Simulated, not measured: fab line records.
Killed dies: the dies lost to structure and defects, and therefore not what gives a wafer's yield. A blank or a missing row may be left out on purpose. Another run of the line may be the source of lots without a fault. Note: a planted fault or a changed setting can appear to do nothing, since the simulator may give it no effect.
fab line records	flow n5_finfet
[record] lots = 24	wafers = 72	last_day = 24
route steps=1938 shown BEOL_M0@716 BEOL_M1@754
lots with no fault: from the same line, run without faults
start_h: start of the lot's first displayed wafer, in hours after the record's first day	wait_h: time in hours since the lot's previous step	" identical to the entry in the row above	L1.1+2: a single row standing in for several wafers	- value missing, or start not given	* or withheld: withheld	< > ~ a bound
route shown NAME@n: a module of which the file shows steps, and the number in the route of the first	usual: mean and standard deviation over wafers with no fault	same: alike in all rows	chamber/n: place in a boat	sites: readings site by site	_std_site: how widely they spread, as a standard deviation	_edge_site: inner sites' mean taken away from outer sites' mean	radius_mm: how far each site lies from the wafer's centre	mask NAME#n: copy n	behind: tool/chamber where the wafer was last shaped	hold: why the lot was held/for how many hours/how that ended	device: whichever transistor did not switch (one of n, p or np)	end of line: tests of these same wafers at the route's end	where a step has no rows: the recipe by itself	killed: dies that structure and defects cost at the first sort, which is not the same as the wafer's yield	map: a wafer's dies, x killed, . not, _ none there
set.NAME: the setting that was run; set.NAME@STEP: the one run at that earlier step	model.NAME: the simulator's own value behind a step, which no gauge read
steps of the route over a sample of lots; a table a step, a row a wafer
services: the hour from which a tool's chamber was out of use, counted from the record's first day as start_h (under 0 if before that day), plus the number of hours and why
[[steps]]
[step N5_BEOL_M0_HM_OPEN_105]
[recipe] chemistry = Cl2/BCl3	target_depth_a = 120	target = TiN	ion_energy_ev = 150	pressure_mtorr = 10	icp_w = 1000	bias_w = 126	Cl2_flow_sccm = 53.25	bcl3_flow_sccm = 21.75	Ar_flow_sccm = 25
[usual] drypump_motor_current_A = 5.7/0.4	oes_product_au = 0.75/0.1	throttle_valve_pct = 21.88/0.23
lot.wafer	tool	chamber	start_h	wait_h	drypump_motor_current_A	oes_product_au	rf_hours_counter_h	throttle_valve_pct
L075.1	rie_metal-01	1	131.65	8.6	4.9	0.83	30	21.69
L075.4	"	1	"	"	4.9	0.83	-	21.70
L075.6	"	1	"	"	4.9	0.83	-	21.69
L077.2	rie_metal-01	1	144.52	9.3	4.9	0.82	-	21.69
L077.3	"	1	"	"	4.9	0.82	-	21.70
L077.6	"	1	"	"	4.9	0.82	-	21.69
L078.2	rie_metal-01	1	145.12	6.6	4.9	0.82	-	21.69
L078.4	"	1	"	"	4.9	0.82	-	21.67
L078.6	"	1	"	"	4.9	0.82	-	21.69
L079.1	rie_metal-02	0	146.19	0.4	5.8	0.70	86	21.69
L079.2	"	0	"	"	5.8	0.69	-	21.71
L079.3	"	0	"	"	5.8	0.70	-	21.69
L074.2	rie_metal-01	1	146.61	30.1	5.0	0.82	-	21.69
L074.4	"	1	"	"	4.9	0.81	-	21.68
L074.5	"	1	"	"	4.9	0.82	-	21.70
L076.2	rie_metal-03	1	146.99	22.6	5.5	0.75	54	22.29
L076.4	"	1	"	"	5.5	0.74	-	22.31
L076.6	"	1	"	"	5.5	0.75	-	22.29
L080.1	rie_metal-03	0	152.05	0.6	6.1	0.66	99	21.82
L080.5	"	0	"	"	6.1	0.66	-	21.83
L080.6	"	1	"	"	5.5	0.75	-	22.30
L081.2	rie_metal-03	0	165.32	5.9	6.1	0.65	100	21.83
L081.3	"	1	"	"	5.5	0.75	-	22.29
L081.5	"	0	"	"	6.1	0.66	-	21.83
L082.1	rie_metal-01	0	165.36	3.4	5.8	0.94	1	21.69
L082.5	"	1	"	"	4.9	0.82	-	21.70
L082.6	"	0	"	"	5.8	0.94	-	21.70
L084.1	rie_metal-01	0	174.19	1.0	5.8	0.92	2	21.70
L084.2	"	1	"	"	5.0	0.80	35	21.73
L084.3	"	1	"	"	4.9	0.80	-	21.73
L083.1	rie_metal-02	0	174.23	7.3	5.8	0.69	89	21.71
L083.3	"	0	"	"	5.8	0.68	-	21.71
L083.4	"	0	"	"	5.8	0.68	-	21.68
L085.1	rie_metal-03	0	190.44	1.1	6.1	0.65	104	21.85
L085.4	"	1	"	"	5.4	0.73	-	22.32
L085.5	"	1	"	"	5.5	0.73	-	22.31
L087.2	rie_metal-02	0	199.81	4.3	5.8	0.67	94	21.71
L087.4	"	1	"	"	6.0	0.94	-	21.84
L087.6	"	0	"	"	5.9	0.68	-	21.70
L088.3	rie_metal-03	0	203.62	4.9	6.1	0.64	-	21.85
L088.4	"	1	"	"	5.5	0.73	-	22.33
L088.5	"	0	"	"	6.1	0.64	-	21.83
L086.2	rie_metal-02	1	205.83	1.2	5.9	0.93	2	21.85
L086.3	"	1	"	"	5.9	0.92	-	21.85
L086.4	"	0	"	"	5.9	0.68	-	21.71
L089.2	rie_metal-02	0	209.35	0.2	5.9	0.68	94	21.71
L089.4	"	1	"	"	6.0	0.93	-	21.86
L089.5	"	0	"	"	5.8	0.67	-	21.71
L090.2	rie_metal-02	0	214.59	2.0	5.9	0.67	94	21.71
L090.5	"	0	"	"	5.9	0.67	-	21.72
L090.6	"	1	"	"	5.9	0.94	-	21.84
L091.2	rie_metal-02	0	227.89	6.8	5.9	0.67	95	21.70
L091.4	"	1	"	"	6.0	0.91	-	21.85
L091.5	"	0	"	"	5.9	0.68	-	21.69
L092.2	rie_metal-02	0	236.04	2.2	5.9	0.67	97	21.73
L092.3	"	0	"	"	5.9	0.66	-	21.72
L092.4	"	1	"	"	6.0	0.90	-	21.86
L093.2	rie_metal-03	1	240.74	12.2	5.5	0.72	64	22.32
L093.3	"	0	"	"	6.1	0.64	-	21.84
L093.4	"	1	"	"	5.5	0.72	-	22.32
L094.3	rie_metal-03	0	249.56	3.0	6.1	0.64	-	21.84
L094.4	"	1	"	"	5.5	0.71	-	22.34
L094.6	"	0	"	"	6.1	0.64	-	21.85
L095.4	rie_metal-03	1	252.75	1.2	5.5	0.73	-	22.31
L095.5	"	1	"	"	5.5	0.72	-	22.32
L095.6	"	0	"	"	6.1	0.64	-	21.85
L096.1	rie_metal-03	0	257.55	3.3	6.1	0.63	111	21.86
L096.2	"	1	"	"	5.5	0.72	67	22.33
L096.6	"	1	"	"	5.5	0.71	-	22.33
L097.1	rie_metal-02	0	261.36	0.5	5.8	0.66	103	21.74
L097.4	"	0	"	"	5.8	0.65	-	21.74
L097.6	"	0	"	"	5.8	0.66	-	21.73
[step N5_BEOL_M0_DEGAS_112]
[recipe] ambient = vacuum	temp_c = 250	time_s = 60
[usual] heater_power_w = 336/29
lot.wafer	tool	chamber	start_h	wait_h	heater_power_w
L075.1	pvd_sputter-03	-	133.44	0.3	355
L075.4	"	-	"	"	348
L075.6	"	-	"	"	333
L077.2	pvd_sputter-02	-	146.07	0.1	364
L077.3	"	-	"	"	308
L077.6	"	-	"	"	299
L078.2	pvd_sputter-02	-	147.13	0.5	308
L078.4	"	-	"	"	368
L078.6	"	-	"	"	333
L079.1	pvd_sputter-01	-	147.27	0.1	352
L079.2	"	-	"	"	371
L079.3	"	-	"	"	286
L074.2	pvd_sputter-02	-	148.24	0.6	366
L074.4	"	-	"	"	368
L074.5	"	-	"	"	312
L076.2	pvd_sputter-02	-	148.32	0.3	308
L076.4	"	-	"	"	377
L076.6	"	-	"	"	336
L080.1	pvd_sputter-03	-	153.52	0.7	356
L080.5	"	-	"	"	342
L080.6	"	-	"	"	353
L081.2	pvd_sputter-01	-	168.41	0.4	388
L081.3	"	-	"	"	333
L081.5	"	-	"	"	377
L082.1	pvd_sputter-01	-	168.57	0.5	335
L082.5	"	-	"	"	278
L082.6	"	-	"	"	338
L084.1	pvd_sputter-02	-	176.10	0.4	376
L084.2	"	-	"	"	374
L084.3	"	-	"	"	335
L083.1	pvd_sputter-03	-	177.86	2.0	334
L083.3	"	-	"	"	277
L083.4	"	-	"	"	347
L085.1	pvd_sputter-03	-	193.08	0.3	349
L085.4	"	-	"	"	284
L085.5	"	-	"	"	329
L087.2	pvd_sputter-03	-	202.47	0.8	344
L087.4	"	-	"	"	324
L087.6	"	-	"	"	349
L088.3	pvd_sputter-01	-	206.47	1.2	341
L088.4	"	-	"	"	281
L088.5	"	-	"	"	336
L086.2	pvd_sputter-02	-	209.49	2.0	312
L086.3	"	-	"	"	368
L086.4	"	-	"	"	338
L089.2	pvd_sputter-01	-	211.13	0.6	279
L089.4	"	-	"	"	337
L089.5	"	-	"	"	340
L090.2	pvd_sputter-01	-	218.03	2.2	334
L090.5	"	-	"	"	340
L090.6	"	-	"	"	334
L091.2	pvd_sputter-02	-	230.50	1.5	305
L091.4	"	-	"	"	333
L091.5	"	-	"	"	368
L092.2	pvd_sputter-03	-	237.36	0.6	346
L092.3	"	-	"	"	328
L092.4	"	-	"	"	350
L093.2	pvd_sputter-02	-	243.62	1.8	363
L093.3	"	-	"	"	305
L093.4	"	-	"	"	341
L094.3	pvd_sputter-03	-	251.28	0.5	354
L094.4	"	-	"	"	351
L094.6	"	-	"	"	350
L095.4	pvd_sputter-01	-	254.29	0.7	286
L095.5	"	-	"	"	332
L095.6	"	-	"	"	340
L096.1	pvd_sputter-02	-	258.99	0.5	370
L096.2	"	-	"	"	368
L096.6	"	-	"	"	370
L097.1	pvd_sputter-02	-	264.25	1.0	362
L097.4	"	-	"	"	342
L097.6	"	-	"	"	373
[step N5_BEOL_M0_SPUTTER_141]
[recipe] material = Cu	target_thk_a = 40	temp_c = -20	chamber_pressure_pa = 0.07	power_w = withheld	time_s = 7.37
[usual] chuck_gas_flow_sccm = 1.27/0.052	throttle_valve_pct = 29.7/1.2
lot.wafer	tool	chamber	start_h	wait_h	chuck_gas_flow_sccm	throttle_valve_pct
L075.1	pvd_sputter-01	-	138.42	0.0	1.33	29.0
L075.4	"	-	"	"	1.29	31.1
L075.6	"	-	"	"	1.30	27.3
L077.2	pvd_sputter-02	-	147.05	0.0	1.20	30.1
L077.3	"	-	"	"	1.32	30.2
L077.6	"	-	"	"	1.30	30.1
L078.2	pvd_sputter-02	-	148.08	0.0	1.27	31.3
L078.4	"	-	"	"	1.29	31.1
L078.6	"	-	"	"	1.17	30.3
L079.1	pvd_sputter-03	-	148.43	0.0	1.32	29.8
L079.2	"	-	"	"	1.28	31.0
L079.3	"	-	"	"	1.29	29.9
L074.2	pvd_sputter-02	-	149.22	0.0	1.26	30.5
L074.4	"	-	"	"	1.25	31.2
L074.5	"	-	"	"	1.23	30.3
L076.2	pvd_sputter-03	-	149.24	0.0	1.33	29.8
L076.4	"	-	"	"	1.23	30.9
L076.6	"	-	"	"	1.26	30.7
L080.1	pvd_sputter-03	-	154.64	0.0	1.21	31.2
L080.5	"	-	"	"	1.25	29.8
L080.6	"	-	"	"	1.29	29.5
L081.2	pvd_sputter-01	-	169.93	0.0	1.24	31.0
L081.3	"	-	"	"	1.31	28.6
L081.5	"	-	"	"	1.27	28.9
L082.1	pvd_sputter-01	-	170.45	0.0	1.32	28.6
L082.5	"	-	"	"	1.22	30.9
L082.6	"	-	"	"	1.31	27.1
L084.1	pvd_sputter-01	-	178.50	0.0	1.31	29.1
L084.2	"	-	"	"	1.32	28.7
L084.3	"	-	"	"	1.34	27.4
L083.1	pvd_sputter-01	-	178.94	0.0	1.27	27.4
L083.3	"	-	"	"	1.32	30.7
L083.4	"	-	"	"	1.19	28.8
L085.1	pvd_sputter-01	-	194.17	0.0	1.26	28.6
L085.4	"	-	"	"	1.30	28.9
L085.5	"	-	"	"	1.22	28.6
L087.2	pvd_sputter-03	-	203.79	0.0	1.31	29.9
L087.4	"	-	"	"	1.29	29.8
L087.6	"	-	"	"	1.23	31.2
L088.3	pvd_sputter-01	-	207.47	0.0	1.27	27.3
L088.4	"	-	"	"	1.19	28.6
L088.5	"	-	"	"	1.16	31.2
L086.2	pvd_sputter-01	-	210.45	0.0	1.27	27.1
L086.3	"	-	"	"	1.34	29.0
L086.4	"	-	"	"	1.29	28.4
L089.2	pvd_sputter-01	-	212.33	0.0	1.24	28.8
L089.4	"	-	"	"	1.25	28.3
L089.5	"	-	"	"	1.38	27.3
L090.2	pvd_sputter-03	-	218.99	0.0	1.17	30.9
L090.5	"	-	"	"	1.25	30.0
L090.6	"	-	"	"	1.25	29.9
L091.2	pvd_sputter-03	-	231.59	0.0	1.23	30.9
L091.4	"	-	"	"	1.21	29.9
L091.5	"	-	"	"	1.21	29.4
L092.2	pvd_sputter-01	-	238.67	0.0	1.33	29.1
L092.3	"	-	"	"	1.29	27.3
L092.4	"	-	"	"	1.27	30.9
L093.2	pvd_sputter-02	-	244.82	0.0	1.20	30.0
L093.3	"	-	"	"	1.31	30.2
L093.4	"	-	"	"	1.30	30.9
L094.3	pvd_sputter-01	-	252.51	0.0	1.27	31.0
L094.4	"	-	"	"	1.26	27.1
L094.6	"	-	"	"	1.24	27.0
L095.4	pvd_sputter-03	-	256.92	0.0	1.31	30.1
L095.5	"	-	"	"	1.22	30.0
L095.6	"	-	"	"	1.26	30.0
L096.1	pvd_sputter-02	-	261.71	0.0	1.23	31.3
L096.2	"	-	"	"	1.22	30.1
L096.6	"	-	"	"	1.19	30.1
L097.1	pvd_sputter-03	-	265.42	0.0	1.34	30.0
L097.4	"	-	"	"	1.20	31.0
L097.6	"	-	"	"	1.30	29.7
[step N5_BEOL_M1_HM_DEP_02]
[recipe] material = TiN	target_thk_a = 200	temp_c = 25	chamber_pressure_pa = 0.49996
[usual] throttle_valve_pct = 29.9/1.1
lot.wafer	tool	chamber	start_h	wait_h	throttle_valve_pct
L075.1	pvd_sputter-03	-	141.51	1.8	31.0
L075.4	"	-	"	"	30.0
L075.6	"	-	"	"	29.9
L077.2	pvd_sputter-02	-	149.74	0.7	30.3
L077.3	"	-	"	"	31.3
L077.6	"	-	"	"	31.4
L078.2	pvd_sputter-01	-	150.48	0.5	30.8
L078.4	"	-	"	"	27.2
L078.6	"	-	"	"	27.3
L079.1	pvd_sputter-03	-	151.74	1.6	30.0
L079.2	"	-	"	"	29.7
L079.3	"	-	"	"	31.1
L074.2	pvd_sputter-03	-	152.46	2.0	29.8
L074.4	"	-	"	"	30.0
L074.5	"	-	"	"	30.0
L076.2	pvd_sputter-01	-	152.52	2.0	31.0
L076.4	"	-	"	"	27.2
L076.6	"	-	"	"	27.5
L080.1	pvd_sputter-03	-	156.44	0.6	30.0
L080.5	"	-	"	"	31.2
L080.6	"	-	"	"	29.6
L081.2	pvd_sputter-02	-	171.94	0.8	30.4
L081.3	"	-	"	"	30.9
L081.5	"	-	"	"	31.5
L082.1	pvd_sputter-03	-	172.06	0.4	30.0
L082.5	"	-	"	"	29.6
L082.6	"	-	"	"	31.0
L084.1	pvd_sputter-01	-	181.90	2.1	29.0
L084.2	"	-	"	"	30.9
L084.3	"	-	"	"	27.6
L083.1	pvd_sputter-03	-	181.91	1.7	29.4
L083.3	"	-	"	"	29.6
L083.4	"	-	"	"	29.6
L085.1	pvd_sputter-01	-	196.67	1.0	28.6
L085.4	"	-	"	"	31.0
L085.5	"	-	"	"	31.2
L087.2	pvd_sputter-01	-	206.37	1.3	29.0
L087.4	"	-	"	"	28.9
L087.6	"	-	"	"	28.6
L088.3	pvd_sputter-02	-	209.89	1.1	29.8
L088.4	"	-	"	"	31.2
L088.5	"	-	"	"	30.3
L086.2	pvd_sputter-01	-	212.41	0.6	29.0
L086.3	"	-	"	"	31.0
L086.4	"	-	"	"	28.4
L089.2	pvd_sputter-01	-	215.15	1.2	27.4
L089.4	"	-	"	"	28.5
L089.5	"	-	"	"	29.0
L090.2	pvd_sputter-02	-	220.84	0.3	30.3
L090.5	"	-	"	"	30.0
L090.6	"	-	"	"	31.1
L091.2	pvd_sputter-02	-	236.58	3.7	31.4
L091.4	"	-	"	"	31.1
L091.5	"	-	"	"	30.0
L092.2	pvd_sputter-03	-	240.48	0.6	29.7
L092.3	"	-	"	"	31.0
L092.4	"	-	"	"	29.9
L093.2	pvd_sputter-03	-	246.94	0.8	30.1
L093.3	"	-	"	"	29.9
L093.4	"	-	"	"	31.0
L094.3	pvd_sputter-03	-	254.30	0.6	29.9
L094.4	"	-	"	"	29.5
L094.6	"	-	"	"	29.5
L095.4	pvd_sputter-02	-	258.53	0.4	30.0
L095.5	"	-	"	"	31.1
L095.6	"	-	"	"	29.7
L096.1	pvd_sputter-02	-	264.43	1.2	31.0
L096.2	"	-	"	"	29.7
L096.6	"	-	"	"	31.2
L097.1	pvd_sputter-03	-	268.18	1.5	29.8
L097.4	"	-	"	"	29.7
L097.6	"	-	"	"	29.5
[step N5_BEOL_M1_CD_MEAS_28]
[recipe] landing_energy_ev = 500	detector = se_inlens	target_cd_y_nm = 23.3
[usual] cd_nm = 24.01/0.27
[same] landing_energy_ev = 500
lot.wafer	tool	chamber	start_h	wait_h	cd_nm
L075.1	cd_sem-01	0	143.37	-	23.94
L075.4	"	0	"	"	24.21
L075.6	"	0	"	"	23.98
L077.2	cd_sem-02	0	152.98	-	24.17
L077.3	"	0	"	"	24.04
L077.6	"	0	"	"	24.18
L078.2	cd_sem-01	0	154.59	-	23.75
L078.4	"	0	"	"	24.44
L078.6	"	0	"	"	24.07
L079.1	cd_sem-01	0	155.10	-	23.80
L079.2	"	0	"	"	24.02
L079.3	"	0	"	"	24.15
L074.2	cd_sem-03	0	155.76	-	23.97
L074.4	"	0	"	"	24.30
L074.5	"	0	"	"	24.13
L076.2	cd_sem-03	0	157.64	-	24.20
L076.4	"	0	"	"	24.19
L076.6	"	0	"	"	23.74
L080.1	cd_sem-02	0	158.69	-	24.21
L080.5	"	0	"	"	23.99
L080.6	"	0	"	"	23.95
L081.2	cd_sem-03	0	173.54	-	24.25
L081.3	"	0	"	"	23.95
L081.5	"	0	"	"	24.36
L082.1	cd_sem-01	0	173.60	-	24.11
L082.5	"	0	"	"	23.65
L082.6	"	0	"	"	23.89
L084.1	cd_sem-03	0	183.17	-	24.14
L084.2	"	0	"	"	23.96
L084.3	"	0	"	"	24.34
L083.1	cd_sem-01	0	183.45	-	24.30
L083.3	"	0	"	"	24.38
L083.4	"	0	"	"	24.45
L085.1	cd_sem-03	0	198.40	-	24.26
L085.4	"	0	"	"	23.97
L085.5	"	0	"	"	24.19
L087.2	cd_sem-01	0	208.47	-	24.00
L087.4	"	0	"	"	23.74
L087.6	"	0	"	"	23.96
L088.3	cd_sem-03	0	212.13	-	23.78
L088.4	"	0	"	"	24.07
L088.5	"	0	"	"	23.77
L086.2	cd_sem-01	0	214.17	-	24.15
L086.3	"	0	"	"	24.04
L086.4	"	0	"	"	24.13
L089.2	cd_sem-01	0	217.90	-	24.26
L089.4	"	0	"	"	23.80
L089.5	"	0	"	"	23.94
L090.2	cd_sem-03	0	222.83	-	24.09
L090.5	"	0	"	"	24.32
L090.6	"	0	"	"	24.08
L091.2	cd_sem-03	0	238.06	-	23.44
L091.4	"	0	"	"	23.73
L091.5	"	0	"	"	23.86
L092.2	cd_sem-01	0	241.89	-	23.65
L092.3	"	0	"	"	23.38
L092.4	"	0	"	"	23.90
L093.2	cd_sem-02	0	248.29	-	23.42
L093.3	"	0	"	"	23.23
L093.4	"	0	"	"	23.61
L094.3	cd_sem-02	0	255.69	-	23.46
L094.4	"	0	"	"	23.29
L094.6	"	0	"	"	24.15
L095.4	cd_sem-03	0	260.45	-	24.09
L095.5	"	0	"	"	23.87
L095.6	"	0	"	"	23.90
L096.1	cd_sem-02	0	265.88	-	24.15
L096.2	"	0	"	"	24.30
L096.6	"	0	"	"	23.84
L097.1	cd_sem-01	0	269.58	-	24.27
L097.4	"	0	"	"	24.17
L097.6	"	0	"	"	24.09
[step N5_BEOL_M1_ETCHBACK_99]
[recipe] chemistry = CHF3	target = SiO2	target_depth_a = 50	time_s = 10.4	source_w = 215	bias_w = 47	Ar_flow_sccm = 200	CHF3_flow_sccm = 12	ion_energy_ev = 100	pressure_mtorr = 30
[usual] drypump_motor_current_A = 5.6/0.4	oes_product_au = 0.77/0.081	rf_vpp_V = 242/5.2	showerhead_plenum_p_Torr = 2.16/0.049	throttle_valve_pct = 17.00/0.21
lot.wafer	tool	chamber	start_h	wait_h	drypump_motor_current_A	oes_product_au	rf_hours_counter_h	rf_vpp_V	showerhead_plenum_p_Torr	throttle_valve_pct
L075.1	rie_diel-01	1	187.58	43.6	5.6	0.79	98	244	2.17	16.84
L075.4	"	3	"	"	6.2	0.95	13	246	2.18	16.66
L075.6	"	2	"	"	6.2	0.91	-	242	2.19	16.84
L078.2	rie_diel-01	3	190.40	34.9	6.2	0.94	14	247	2.18	16.64
L078.4	"	2	"	"	6.1	0.90	24	243	2.19	16.84
L078.6	"	1	"	"	5.6	0.79	-	243	2.17	16.85
L077.2	rie_diel-05	0	211.51	57.4	5.3	0.69	222	237	2.14	17.23
L077.3	"	1	"	"	5.9	0.69	232	240	2.11	17.11
L077.6	"	1	"	"	5.9	0.69	-	241	2.11	17.12
L084.1	rie_diel-01	1	219.77	35.9	5.6	0.78	112	245	2.17	16.87
L084.2	"	3	"	"	6.2	0.91	25	247	2.18	16.68
L084.3	"	2	"	"	6.1	0.88	36	239	2.19	16.88
L079.1	rie_diel-05	2	221.51	65.5	5.7	0.75	156	243	2.15	16.93
L079.2	"	1	"	"	5.9	0.69	238	241	2.10	17.12
L079.3	"	0	"	"	5.2	0.69	227	238	2.14	17.25
L074.2	rie_diel-04	0	222.34	65.3	5.3	0.83	58	245	2.29	17.20
L074.4	"	2	"	"	5.1	0.71	-	243	2.22	17.07
L074.5	"	3	"	"	5.8	0.74	-	252	2.15	16.89
L076.2	rie_diel-05	2	223.34	65.3	5.7	0.74	156	242	2.15	16.94
L076.4	"	3	"	"	5.9	0.69	249	233	2.13	17.26
L076.6	"	1	"	"	5.9	0.69	-	241	2.10	17.15
L080.1	rie_diel-01	0	224.93	65.3	5.0	0.74	136	233	2.09	16.86
L080.5	"	1	"	"	5.6	0.78	-	244	2.17	16.85
L080.6	"	0	"	"	5.0	0.75	-	235	2.09	16.88
L083.1	rie_diel-01	2	236.23	52.3	6.2	0.87	41	242	2.19	16.87
L083.3	"	1	"	"	5.6	0.78	117	244	2.17	16.86
L083.4	"	0	"	"	5.0	0.74	139	234	2.09	16.89
L081.2	rie_diel-05	1	239.57	65.6	5.9	0.70	244	241	2.10	17.13
L081.3	"	2	"	"	5.6	0.74	162	242	2.15	16.92
L081.5	"	1	"	"	5.9	0.70	-	242	2.10	17.15
L082.1	rie_diel-01	3	239.60	65.5	6.2	0.90	30	246	2.17	16.68
L082.5	"	1	"	"	5.6	0.77	-	244	2.16	16.87
L082.6	"	2	"	"	6.2	0.86	-	241	2.19	16.90
L085.1	rie_diel-05	1	246.06	47.3	5.9	0.69	247	241	2.10	17.15
L085.4	"	0	"	"	5.3	0.70	-	238	2.14	17.28
L085.5	"	2	"	"	5.6	0.74	-	243	2.15	16.93
L087.2	rie_diel-04	3	246.50	37.7	5.8	0.73	180	252	2.15	16.90
L087.4	"	0	"	"	5.3	0.83	66	247	2.29	17.21
L087.6	"	0	"	"	5.3	0.82	-	246	2.29	17.20
L088.3	rie_diel-04	1	252.88	40.2	5.4	0.72	212	250	2.16	17.47
L088.4	"	2	"	"	5.1	0.70	221	241	2.22	17.08
L088.5	"	1	"	"	5.4	0.72	-	249	2.16	17.45
L086.2	rie_diel-01	2	252.99	37.7	6.2	0.86	47	241	2.18	16.89
L086.3	"	0	"	"	5.0	0.74	144	234	2.09	16.89
L086.4	"	3	"	"	6.2	0.90	35	245	2.17	16.69
L089.2	rie_diel-05	0	257.76	39.5	5.3	0.69	242	238	2.14	17.29
L089.4	"	3	"	"	5.9	1.01	-	232	2.13	16.77
L089.5	"	2	"	"	5.6	0.73	-	242	2.15	16.92
L090.2	rie_diel-04	2	257.83	34.3	5.1	0.71	223	241	2.22	17.09
L090.5	"	2	"	"	5.1	0.71	-	242	2.21	17.10
L090.6	"	3	"	"	5.8	0.73	-	253	2.15	16.91
L091.2	rie_diel-01	3	261.37	23.0	6.2	0.89	38	247	2.17	16.70
L091.4	"	0	"	"	5.0	0.73	148	235	2.08	16.90
L091.5	"	1	"	"	5.6	0.77	-	245	2.16	16.88
L093.2	rie_diel-01	2	263.60	14.9	6.1	0.85	52	240	2.18	16.91
L093.3	"	3	"	"	6.2	0.89	39	247	2.17	16.72
L093.4	"	0	"	"	5.0	0.73	149	234	2.08	16.90
L092.2	rie_diel-04	0	264.29	21.9	5.3	0.82	73	246	2.28	17.23
L092.3	"	1	"	"	5.4	0.73	216	248	2.15	17.49
L092.4	"	2	"	"	5.1	0.70	225	242	2.21	17.11
L094.3	rie_diel-01	2	264.77	8.7	6.2	0.86	52	241	2.18	16.91
L094.4	"	0	"	"	5.0	0.74	149	233	2.08	16.88
L094.6	"	1	"	"	5.6	0.76	-	244	2.16	16.90
L095.4	rie_diel-04	0	267.52	6.7	5.3	0.81	73	245	2.28	17.23
L095.5	"	1	"	"	5.4	0.72	-	248	2.15	17.46
L095.6	"	2	"	"	5.1	0.70	-	242	2.21	17.09
L096.1	rie_diel-05	3	274.21	7.8	5.9	0.99	11	232	2.13	16.78
L096.2	"	2	"	"	5.6	0.72	178	242	2.15	16.95
L096.6	"	3	"	"	5.9	0.98	-	232	2.13	16.78
L097.1	rie_diel-04	0	292.71	22.5	5.3	0.81	82	244	2.28	17.25
L097.4	"	3	"	"	5.8	0.73	196	253	2.15	16.92
L097.6	"	0	"	"	5.3	0.80	-	245	2.28	17.24
[[services]]
tool	chamber	start_h	hours	kind
rie_metal-03	-	108.28	1.7	repair
rie_diel-01	2	117.67	-	clean
rie_diel-01	2	117.67	-	consumable_replace:focus_ring
rie_diel-01	2	117.67	14.4	scheduled_down
rie_diel-01	2	117.67	14.4	vent_cycle
rie_diel-01	3	132.34	-	clean
rie_metal-03	-	132.67	1.4	pm
rie_metal-02	1	139.36	18.5	repair
rie_diel-04	-	140.84	11.0	repair
rie_diel-01	0	147.44	2.4	repair
rie_diel-01	0	155.67	2.0	repair
rie_diel-01	-	155.97	0.6	repair
rie_diel-04	2	173.32	3.1	repair
rie_diel-05	3	175.09	8.5	repair
rie_diel-04	-	184.97	0.5	repair
rie_metal-03	-	199.22	0.2	repair
rie_diel-04	1	204.19	22.0	repair
rie_diel-05	3	208.56	14.4	repair
rie_metal-01	1	228.48	6.0	repair
rie_metal-01	-	232.35	44.6	repair
pvd_sputter-01	-	243.28	2.7	repair
rie_diel-01	1	274.60	2.8	repair
rie_diel-05	3	275.07	11.5	repair
rie_diel-05	-	281.26	2.8	pm
[[key]]
fault none
